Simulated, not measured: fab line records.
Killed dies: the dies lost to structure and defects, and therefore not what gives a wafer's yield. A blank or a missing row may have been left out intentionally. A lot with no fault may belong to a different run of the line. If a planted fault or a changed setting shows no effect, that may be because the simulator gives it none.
Comparing a struck lot with a sound one / flow nand-harc / 28 out of 1159 route steps
Sound: wafers L979.1, L979.2, L979.4. Struck: wafers L992.1, L992.6 (left out: L992.5, a lot-mate that was not struck); the cause follows at the end.
At each step with rows: each side's tool, then ch and its chambers, then its first start. Under that, the readings that differ: sound wafers / struck wafers / difference of the means / sigmas: that difference in standard deviations of wafers without a fault.
alike: words and numbers the same on both sides, and readings whose means are apart by under 2 such deviations; not compared: readings that were withheld, readings missing a value for some wafer, numbers with overlapping values and no deviation given by the record, and bounds like >300 which may hide the same value.
A row with sigmas, a row that says differs or no value, or rows on one side alone: a step with any of these is where the two part. Non-overlapping numbers with no deviation appear without sigmas and do not part them. A reading missing from all wafers of one side parts the sides only when that side holds two or more wafers.

first, 2 steps without rows for these wafers: NHARC_A_CONTACT_ETCH_132 (etches the open film in C4F8/O2/Ar, time 156 s, target depth 958 nm); NHARC_A_CONTACT_ETCH_133 (etches the open film in C4F8/O2/Ar, time 195 s, target depth 840 nm).
NHARC_A_CONTACT_ETCH_91: etches the open film in CH3F/O2, target depth 40 nm, time 85.7 s.
  sound on rie-diel-05 ch 0,1,2, day 17 17:52; struck on rie-diel-11 ch 2,3, day 20 20:58
reading=oes-product-au (a.u.); sound=1.00 1.01 1.00; struck=0.93 0.93; difference=-0.07; sigmas=-2
  alike: drypump-motor-current-A, o2-flow-sccm, rf-vpp-V, showerhead-plenum-p-Torr, throttle-valve-pct
  not compared: rf-hours-counter-h
NHARC_A_CONTACT_ETCH_97: etches the open film in C4F6/O2, target depth 20 nm, time 10 s.
  sound on rie-diel-05 ch 0,1,2; struck on rie-diel-11 ch 2,3, day 20 21:06
  alike: drypump-motor-current-A, o2-flow-sccm, oes-product-au, rf-vpp-V, showerhead-plenum-p-Torr, throttle-valve-pct
  not compared: rf-hours-counter-h
NHARC_A_CONTACT_CD_MEAS_80:
  struck on cd-sem-03, day 20 21:11; sound on cd-sem-02, day 17 18:05
  alike: cd-nm
then, 3 steps without rows for these wafers: NHARC_A_CONTACT_STRIP_103 (strips in N2/H2); NHARC_A_CONTACT_STRIP_104 (strips in CF4/CHF3); NHARC_A_CONTACT_STRIP_105 (strips in O2/COS).
NHARC_A_CONTACT_ETCH_106: etches the open film in CF4/O2, target depth 60 nm, overetch 6 nm, time 33 s.
  sound on rie-diel-11 ch 0,2,3, day 17 18:23; struck on rie-diel-05 ch 0,3, day 20 21:29
  alike: cf4-flow-sccm, drypump-motor-current-A, o2-flow-sccm, oes-product-au, rf-vpp-V, showerhead-plenum-p-Torr, throttle-valve-pct
  not compared: rf-hours-counter-h
then, 2 steps without rows for these wafers: NHARC_A_CONTACT_STRIP_82 (strips in O2); NHARC_A_CONTACT_STRIP_83 (strips in post etch residue remover, time 600 s).
NHARC_A_CONTACT_DEP_84: deposits aC, target thk 2000 nm.
  sound on acl-dep-01 ch 0, day 17 19:09; struck on acl-dep-03 ch 0, day 21 03:21
  alike: throttle-valve-pct
NHARC_A_CONTACT_DEP_85: deposits SiON, target thk 50 nm.
  sound on pecvd-04 ch 0,1,2, day 17 20:24; struck on pecvd-02 ch 1, day 21 04:35
reading=heater-power-w (W); sound=758 740 878; struck=627 613; difference=-172; sigmas=-2
then, 10 steps without rows for these wafers: NHARC_A_CONTACT_DEHYDRATE_00 (time 120 s); NHARC_A_CONTACT_HMDS_01 (time 30 s); NHARC_A_CONTACT_COAT_86 (time 75 s); NHARC_A_CONTACT_COAT_87 (time 65 s); NHARC_A_CONTACT_COAT_02 (resist thk 90 nm); NHARC_A_CONTACT_SOFTBAKE_03 (time 55 s); NHARC_A_CONTACT_EBR_04; NHARC_A_CONTACT_EXPOSE_05 (exposes mask A CC); NHARC_A_CONTACT_PEB_06 (peb time 65 s); NHARC_A_CONTACT_DEVELOP_07 (develop time 35 s).
NHARC_A_CONTACT_CD_MEAS_08: the cd target is 100 nm.
  sound on cd-sem-03 ch 0, day 17 21:00; struck on cd-sem-01 ch 0, day 21 05:18
  alike: cd-nm
NHARC_A_CONTACT_OVL_MEAS_09:
  struck on overlay-01, day 21 05:23; sound on overlay-02, day 17 21:05
reading=overlay-y-nm (nm); sound=-1.7 -1.6 -1.8; struck=0.2 0.3; difference=+1.9; sigmas=+2
  alike: overlay-x-nm
NHARC_A_CONTACT_INSPECT_10:
  struck on defect-inspect-01, day 21 05:26; sound on defect-inspect-02, day 17 21:08
reading=raw-defect-count; sound=19 23 24; struck=560 628; difference=+572; sigmas=+57
NHARC_A_CONTACT_DESCUM_13: chemistry O2, time 3 s.
  sound on rie-diel-11 ch 0,1,2, day 17 21:13; struck on rie-diel-11 ch 1,3, day 21 05:30
  alike: drypump-motor-current-A, o2-flow-sccm, oes-product-au, rf-vpp-V, showerhead-plenum-p-Torr, throttle-valve-pct
  not compared: rf-hours-counter-h
-- record jumps: 3 days between struck wafers' starts before vs after; left off in module A_CONTACT, resumes in module END, first step shown is number 1159 of the route --
NHARC_END_SORT_01:
  at this point the record logs the struck wafers (prober-02 ch 0, day 24 05:11) and has no rows for the sound ones

## WHERE THEY PART
First at NHARC_A_CONTACT_ETCH_91; last, within this record, at NHARC_END_SORT_01.

WHY: the cause the simulator had injected
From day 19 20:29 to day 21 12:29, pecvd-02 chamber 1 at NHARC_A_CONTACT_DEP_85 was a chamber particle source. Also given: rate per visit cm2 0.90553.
